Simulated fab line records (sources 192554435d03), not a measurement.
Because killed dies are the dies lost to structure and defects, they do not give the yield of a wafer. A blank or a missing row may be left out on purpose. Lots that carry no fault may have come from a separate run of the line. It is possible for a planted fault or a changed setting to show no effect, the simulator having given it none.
Split-lot study ; flow n5_finfet ; 7 lots, 39 wafers read, on a route of 1938 steps

THE SPLIT ITSELF
At N5_MOL_CONTACT_COAG_ALD_123 (deposits SiNx, target thk 5 nm, pulse time 1 s, purge time 2 s), the setting ald_cycles was moved away from the recipe's 100 on 15 of the 39 wafers read, by -53.0% to +55.0%. The other wafers ran this setting at the recipe's value.

FROM THE SPLIT TO THE READING: what the file shows between them, 4 steps
- N5_MOL_CONTACT_COAG_PECVD_31: deposits SiO2 from TEOS/O2, target thk 46 nm, time 8.9 s
- N5_MOL_CONTACT_COAG_COAT_75: time 60 s, resist thk 60 nm
- N5_MOL_CONTACT_COAG_STRIP_120: strips in CHF3
- N5_MOL_CONTACT_COAG_VIA_ETCH_117: etches SiO2 in C4F6/O2, target depth 40 nm, overetch 8 nm, time 26 s

THE READING
oes_product_au, in a.u., at N5_MOL_CONTACT_COAG_ETCH_124 (etches SiNx in CH3F/O2, stops on SiOC, target depth 6.5 nm). Fault-free wafers of this fab line usually give 0.65 a.u., standard deviation 0.065 a.u.

wafer;tool, chamber at the split;ald_cycles as run;against the recipe;oes_product_au, a.u.;against lot-mates on the recipe
L074.1;ald_sin-01, 2,0,0;100;recipe;0.69;-
L074.2;ald_sin-01, 3,1,3;54;-46.0%;0.49;-0.26
L074.3;ald_sin-01, 2,0,0;100;recipe;0.79;-
L074.4;ald_sin-01, 3,1,3;54;-46.0%;0.48;-0.27
L074.5;ald_sin-01, 2,0,0;100;recipe;0.78;-
L074.6;ald_sin-01, 3,1,3;54;-46.0%;0.53;-0.22
L075.1;ald_sin-04, 0,1,2;100;recipe;0.79;-
L075.3;ald_sin-04, 0,1,2;100;recipe;0.69;-
L075.4;ald_sin-04, 0,1,2;100;recipe;0.79;-
L078.1;ald_sin-04, 0,1,3;48;-52.0%;0.46;-0.23
L078.2;ald_sin-04, 2,0,1;100;recipe;0.63;-
L078.3;ald_sin-04, 0,1,3;48;-52.0%;0.54;-0.15
L078.4;ald_sin-04, 0,1,3;48;-52.0%;0.49;-0.20
L078.5;ald_sin-04, 2,0,1;100;recipe;0.68;-
L078.6;ald_sin-04, 2,0,1;100;recipe;0.77;-
L080.1;ald_sin-04, 3,2,1;100;recipe;0.76;-
L080.2;ald_sin-04, 0,2;54;-46.0%;0.47;-0.24
L080.3;ald_sin-04, 1;54;-46.0%;0.47;-0.24
L080.4;ald_sin-04, 3,2,1;100;recipe;0.68;-
L080.5;ald_sin-04, 0,2;54;-46.0%;0.47;-0.24
L080.6;ald_sin-04, 3,2,1;100;recipe;0.68;-
L082.1;ald_sin-04, 3,2,0;100;recipe;0.67;-
L082.2;ald_sin-04, 3,2,0;100;recipe;0.62;-
L082.3;ald_sin-04, 1,2,3;155;+55.0%;0.90;+0.26
L082.4;ald_sin-04, 3,2,0;100;recipe;0.63;-
L082.5;ald_sin-04, 1,2,3;155;+55.0%;0.90;+0.26
L082.6;ald_sin-04, 1,2,3;155;+55.0%;0.74;+0.10
L091.1;ald_sin-04, 2,0,2;100;recipe;0.67;-
L091.2;ald_sin-04, 3,1,1;47;-53.0%;0.52;-0.11
L091.3;ald_sin-04, 3,1,1;47;-53.0%;0.43;-0.20
L091.4;ald_sin-04, 2,0,2;100;recipe;0.62;-
L091.5;ald_sin-04, 2,0,2;100;recipe;0.61;-
L091.6;ald_sin-04, 3,1,1;47;-53.0%;0.44;-0.19
L094.1;ald_sin-01, 1,0,2,3,2,1;100;recipe;0.71;-
L094.2;ald_sin-01, 1,0,2,3,2,1;100;recipe;0.73;-
L094.3;ald_sin-01, 1,0,2,3,2,1;100;recipe;0.61;-
L094.4;ald_sin-01, 1,0,2,3,2,1;100;recipe;0.60;-
L094.5;ald_sin-01, 1,0,2,3,2,1;100;recipe;0.61;-
L094.6;ald_sin-01, 1,0,2,3,2,1;100;recipe;0.72;-
Where a row lists several chambers, the file gives one row for several wafers and doesn't say which wafer went through which chamber.

THE FIT
A straight line over all 39 wafers: oes_product_au changes by +0.00375 a.u. for each +1% of ald_cycles; r = +0.88; the points scatter about the line by 0.061 a.u.
The same after taking each lot's own level away (the mean of its wafers on the recipe; 39 wafers): +0.0041 a.u. for each +1%; r = +0.92; scatter 0.053 a.u.
That fit puts the effect of the largest move of ald_cycles on the reading at 0.23 a.u.
The lots' own levels span 0.633 to 0.757 a.u., that is 1.9 times the standard deviation above.
Hence the lot-to-lot level has little effect on the slope; both slopes agree.
Check: +0.213 a.u. against its lot-mates is what the line predicts for one of the wafers moved furthest among these (+55.0%) when that wafer is left out of the fit. Against them it came out at +0.26 a.u.

FURTHER SPLITS ON THESE WAFERS
These wafers also went through other splits before the reading. Each is held against what the fit with the lots' levels taken away leaves over:
other split on the same wafers;wafers away from the commonest value;r with oes_product_au (lot level and that fit taken away)
N5_ZERO_LAYER_DEVELOP_10 develop_time_s;12;+0.24
N5_SD_EPI_P_EPI_21 time_s;15;+0.02
N5_HKMG_FIN_ALD_79 ald_cycles;9;-0.02

THE WHOLE CHAIN: every reading that the file lists as answering this split, in the file's order
step;what it does;reading;change (the file's fit);r (the file's)
N5_MOL_CONTACT_COAG_ALD_123;deposits SiNx, target thk 5 nm, pulse time 1 s, purge time 2 s;SiNx_of_MOL_CONTACT_COAG_ALD_123.thk_nm (the simulator's own value, which no gauge read);+0.0495 nm for each +1% of the setting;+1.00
N5_MOL_CONTACT_COAG_ETCH_124;etches SiNx in CH3F/O2, stops on SiOC, target depth 6.5 nm;oes_product_au;+0.00418 a.u. for each +1% of the setting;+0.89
N5_MOL_CONTACT_COAG_ETCH_124;etches SiNx in CH3F/O2, stops on SiOC, target depth 6.5 nm;etch.depth_nm (the simulator's own value, which no gauge read);+0.0453 nm for each +1% of the setting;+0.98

THE FILE'S OWN FIT
oes_product_au changes by +0.00418 a.u. for each +1% of ald_cycles, r = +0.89.
